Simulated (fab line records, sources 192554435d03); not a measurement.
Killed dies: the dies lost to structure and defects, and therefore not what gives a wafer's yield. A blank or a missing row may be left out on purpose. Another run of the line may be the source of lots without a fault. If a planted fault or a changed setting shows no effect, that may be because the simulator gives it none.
Chamber matching ; flow n5Finfet ; N5_BEOL_M1_DESCUM_16 on rieDiel-05: 4 sister chambers
The step chemistry O2, time 7 s. 4 wafers are shown with their chamber, then 7 later ones without.

## EACH WAFER AND ITS CHAMBER
wafer;chamber;drypumpMotorCurrentA (A)
L351.6;1;5.8
L352.3;3;5.0
L360.4;0;5.5
L360.5;2;5.7

## WAFERS WHOSE CHAMBER IS MISSING
wafer;drypumpMotorCurrentA (A)
L360.6;5.0
L364.2;5.5
L364.4;5.7
L364.6;5.0
L367.1;5.8
L367.2;5.6
L367.6;5.0

## WHICH CHAMBER EACH WENT THROUGH
wafer;from the rows above;in truth
L360.6;3;3
L364.2;0;0
L364.4;2;2
L364.6;3;3
L367.1;1;1
L367.2;can't be placed: 0 or 2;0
L367.6;3;3
Placed correctly: 6 of 7. Unplaceable from these rows: 1, with the true chamber sitting among the candidates in 1. Wrongly placed: 0.
How it was worked out, from the rows above alone: a wafer's distance from a chamber is the root of the sum, over the readings, of the square of ((its reading less the chamber's mean) divided by the reading's scatter). If the next closest chamber is less than 2 further off than the closest, the wafer can't be placed; otherwise it belongs to the closest. For every chamber, the mean is computed from those of its wafers that are shown. The scatter: with one shown wafer a chamber, the root of the mean of the squares of how far each hidden wafer lies from its nearest shown one.
